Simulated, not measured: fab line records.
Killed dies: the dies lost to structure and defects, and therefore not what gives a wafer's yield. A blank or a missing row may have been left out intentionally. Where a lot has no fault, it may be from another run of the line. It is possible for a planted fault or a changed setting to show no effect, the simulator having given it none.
Problem report in the 8D (eight disciplines) form, filled by code	flow n5_finfet	the parts of the form that need people (team, actions taken, sign-off) are left out

== 1. THE PROBLEM ==
Wafers without a fault read 1500.0 rpm, standard deviation 0.96; spin_speed_rpm at N5_SD_EPI_N_COAT_33 reads a mean of 1307.2 rpm on 9 wafers belonging to 3 lots. That is -99 or more standard deviations from the usual mean.
The step: time 60 s, resist thk 35 nm.
Seen first at day 6 20:05 on litho_track-01, wafer L164.2. The record has a number at this step for 24 wafers belonging to 8 lots. Rule for "out", or "out of limits": more than 4 standard deviations from the usual mean. All remaining wafers that have a number are taken as sound.

== 2. WHAT IT IS; WHAT IT IS NOT ==
question	is	is not
which readings at this step	spin_speed_rpm	-
which lots	L164, L167, L168	L155, L156, L158, L161, L163
which wafers of those lots	all that have a number	-
read on which tools	litho_track-01	-
when	from day 6 20:05	up to then (15 sound wafers)

== 3. SUSPECTS, AND WHAT RULES EACH OUT ==
Counting: any tool at a process step up to the reading is kept as a suspect provided that every lot that is out went through it and no sound lot did after the first of them.
- rie_diel-03 at N5_DUMMY_GATE_ETCH_42 (etches SiO2 in CHF3/O2, target depth 3.5 nm, time 31 s): kept. It ran every lot that is out, first L164 (day 6 19:12), and no sound lot after that; its last sound lot up to then is L163 (day 6 10:49).
- rie_diel-03 at N5_DUMMY_GATE_STRIP_48 (strips in N2/H2, time 20 s): kept. It ran every lot that is out, first L164 (day 6 19:15), and no sound lot after that; its last sound lot up to then is L163 (day 6 10:52).
- litho_track-01 at N5_SD_EPI_N_COAT_33 (time 60 s, resist thk 35 nm): kept. It ran every lot that is out, first L164 (day 6 20:05), and no sound lot after that; its last sound lot up to then is L163 (day 6 11:41). Its own readings are out on those wafers: spin_speed_rpm.
After the count, these remain: rie_diel-03 at N5_DUMMY_GATE_ETCH_42, rie_diel-03 at N5_DUMMY_GATE_STRIP_48 and litho_track-01 at N5_SD_EPI_N_COAT_33.

== 4. THE CAUSE (what the simulator had put in) ==
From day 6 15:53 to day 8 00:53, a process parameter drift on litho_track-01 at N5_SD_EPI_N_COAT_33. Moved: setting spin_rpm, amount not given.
Counting left 3 suspects, and this tool is among them.

== 5. SEQUENCE OF EFFECTS, ordered by route ==
Each row: a reading where the mean over the struck wafers with a number is more than 3 standard deviations away from the usual. Only readings whose record carries a usual standard deviation are examined. hours: median over the lots of the time between each lot's start at the first step of this table that gives one and its start at this step. sigmas: the change, counted in usual standard deviations.
hours	step	reading	usual	on struck wafers	change	sigmas
0	N5_SD_EPI_N_COAT_33	spin_speed_rpm	1500.0 rpm	1307.2	-192.8	-99 or more
0	N5_SD_EPI_N_ETCH_34	etch_rf_on_time_s	75.6 s	80.3	+4.7	+3.9
Here are the process steps it includes:
- N5_SD_EPI_N_COAT_33: time 60 s, resist thk 35 nm.
- N5_SD_EPI_N_ETCH_34: etches SiARC in CF4, target depth 45.5 nm, time 75.8 s.
Later measuring or inspecting steps at which every struck wafer that the step has a row for has a number for every such reading, and none has moved that far: N5_BEOL_M4_RC_MEAS_101.

== 6. HOW IT WOULD HAVE BEEN CAUGHT EARLIER ==
In this record the first reading out of limits was taken at day 6 20:05, 4 hours after the fault began at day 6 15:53.
